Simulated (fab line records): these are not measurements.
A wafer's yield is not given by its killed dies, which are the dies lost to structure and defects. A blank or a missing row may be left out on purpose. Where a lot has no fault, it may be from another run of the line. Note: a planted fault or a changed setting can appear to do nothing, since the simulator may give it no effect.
Shared-tool check -- flow nand_harc -- 13 lots and 39 wafers in the sample

## WHY THIS WAS OPENED
Flagged at NHARC_P_GATE_CD_MEAS_26: reading cd_nm, on 2 of 13 lots. Fault-free wafers read 120.1 nm, with a standard deviation of 0.58.
Rule: a lot is flagged when every wafer of it that has a number lies more than 4 standard deviations from that mean, or none has a number. As for the other lots, they are considered sound.

lot,measured,on,"cd_nm (nm), wafer by wafer",flag
L521,day 5 00:41,cd_sem-01,120.6 119.9 120.6,
L522,day 5 05:29,cd_sem-02,119.3 119.7 119.6,
L524,day 6 03:40,cd_sem-02,119.6 119.8 120.0,
L527,day 7 16:06,cd_sem-02,119.7 119.8 119.8,
L528,day 8 00:47,cd_sem-03,119.9 120.2 120.0,
L529,day 8 12:02,cd_sem-01,120.6 120.7 120.2,
L534,day 10 12:04,cd_sem-02,120.3 120.4 120.0,
L535,day 11 02:58,cd_sem-03,136.7 136.4 136.2,FLAGGED
L537,day 11 19:32,cd_sem-03,136.4 135.9 136.7,FLAGGED
L540,day 12 23:48,cd_sem-01,119.4 120.4 119.6,
L541,day 13 10:46,cd_sem-01,119.5 118.3 119.0,
L543,day 14 05:33,cd_sem-03,120.3 120.6 120.9,
L544,day 14 21:09,cd_sem-01,121.1 120.9 120.6,
Average over the flagged lots: 136.4 nm; offset from the usual +16.3 nm, equal to +28 standard deviations.

## EACH LOT AND THE TOOL IT RAN ON
Before the reading, the record contains 3 process steps out of a 1302-step route. Read each cell as the tool, then ch plus the chambers that the sampled wafers visited, then the start.
lot,flag,NHARC_P_STI_CMP_21,NHARC_P_GATE_HM_DEP_102,NHARC_P_GATE_PEB_24
L521,,"cmp-04 ch 0,3, day 3 15:11","acl_dep-02 ch 0, day 4 23:34","litho_track-04 ch 0, day 5 00:36"
L522,,"cmp-04 ch 0,1,2, day 3 22:58","acl_dep-02 ch 0, day 5 04:16","litho_track-06 ch 0, day 5 05:25"
L524,,"cmp-04 ch 2,3, day 4 19:46","acl_dep-01 ch 0, day 6 02:32","litho_track-01 ch 0, day 6 03:35"
L527,,"cmp-03 ch 0,2,3, day 6 04:50","acl_dep-01 ch 0, day 7 15:05","litho_track-04 ch 0, day 7 16:01"
L528,,"cmp-04 ch 0,2, day 6 12:16","acl_dep-01 ch 0, day 7 23:26","litho_track-04 ch 0, day 8 00:42"
L529,,"cmp-03 ch 0,2,3, day 7 04:57","acl_dep-03 ch 0, day 8 11:08","litho_track-04 ch 0, day 8 11:56"
L534,,"cmp-04 ch 0,2,3, day 9 01:28","acl_dep-02 ch 0, day 10 10:50","litho_track-01 ch 0, day 10 11:59"
L535,FLAGGED,"cmp-03 ch 0,1,2, day 9 17:23","acl_dep-03 ch 0, day 11 01:43","litho_track-04 ch 0, day 11 02:53"
L537,FLAGGED,"cmp-03 ch 1,2,3, day 10 09:10","acl_dep-01 ch 0, day 11 18:11","litho_track-04 ch 0, day 11 19:27"
L540,,"cmp-03 ch 1,2,3, day 11 15:46","acl_dep-02 ch 0, day 12 22:34","litho_track-01 ch 0, day 12 23:43"
L541,,"cmp-04 ch 1,2,3, day 11 23:50","acl_dep-01 ch 0, day 13 09:31","litho_track-06 ch 0, day 13 10:41"
L543,,"cmp-04 ch 0,1,2, day 12 21:56","acl_dep-03 ch 0, day 14 04:19","litho_track-04 ch 0, day 14 05:28"
L544,,"cmp-03 ch 0,1,2, day 13 10:43","acl_dep-01 ch 0, day 14 19:56","litho_track-06 ch 0, day 14 21:04"
These steps, and what they do:
- NHARC_P_STI_CMP_21: polishes, t overpolish 20 s, target thk 380.67 nm.
- NHARC_P_GATE_HM_DEP_102: deposits aC, target thk 120 nm.
- NHARC_P_GATE_PEB_24: peb time 65 s.
- NHARC_P_GATE_CD_MEAS_26: target cd 120 nm.

## FLAGGED AGAINST TOTAL, ONE TOOL AT A TIME (gauges that did the reading follow at the end)
step,tool,lots run,flagged,share of the flagged lots,sound lots run after its first flagged lot
NHARC_P_STI_CMP_21,cmp-03,6,2,all,"2 (L540,L544)"
NHARC_P_STI_CMP_21,cmp-04,7,0,none,-
NHARC_P_GATE_HM_DEP_102,acl_dep-01,6,1,some,"2 (L541,L544)"
NHARC_P_GATE_HM_DEP_102,acl_dep-02,4,0,none,-
NHARC_P_GATE_HM_DEP_102,acl_dep-03,3,1,some,1 (L543)
NHARC_P_GATE_PEB_24,litho_track-01,3,0,none,-
NHARC_P_GATE_PEB_24,litho_track-04,7,2,all,1 (L543)
NHARC_P_GATE_PEB_24,litho_track-06,3,0,none,-
NHARC_P_GATE_CD_MEAS_26,cd_sem-01,5,0,none,-
NHARC_P_GATE_CD_MEAS_26,cd_sem-02,4,0,none,-
NHARC_P_GATE_CD_MEAS_26,cd_sem-03,4,2,all,1 (L543)

## WHAT THE TABLE ALLOWS
All flagged lots were run by 3 table rows, namely cmp-03 at NHARC_P_STI_CMP_21, litho_track-04 at NHARC_P_GATE_PEB_24, cd_sem-03 at NHARC_P_GATE_CD_MEAS_26.
- cmp-03 at NHARC_P_STI_CMP_21: 2 of its 6 lots flagged. After the first flagged lot (L540, L544), sound lots still ran on it; a lasting fault on the whole tool would not permit that.
- litho_track-04 at NHARC_P_GATE_PEB_24: 2 of its 7 lots flagged. After the first flagged lot (L543), sound lots still ran on it; a lasting fault on the whole tool would not permit that. Its own readings lie more than 4 standard deviations out on every wafer of the flagged lots: heater_power_total_W, plate_temp_C.
- cd_sem-03 at NHARC_P_GATE_CD_MEAS_26: 2 of its 4 lots flagged. After the first flagged lot (L543), sound lots still ran on it; a lasting fault on the whole tool would not permit that.
None of the table's rows ran every flagged lot and, after the first, no sound lot.

## WHAT HAD BEEN PUT IN BY THE SIMULATOR
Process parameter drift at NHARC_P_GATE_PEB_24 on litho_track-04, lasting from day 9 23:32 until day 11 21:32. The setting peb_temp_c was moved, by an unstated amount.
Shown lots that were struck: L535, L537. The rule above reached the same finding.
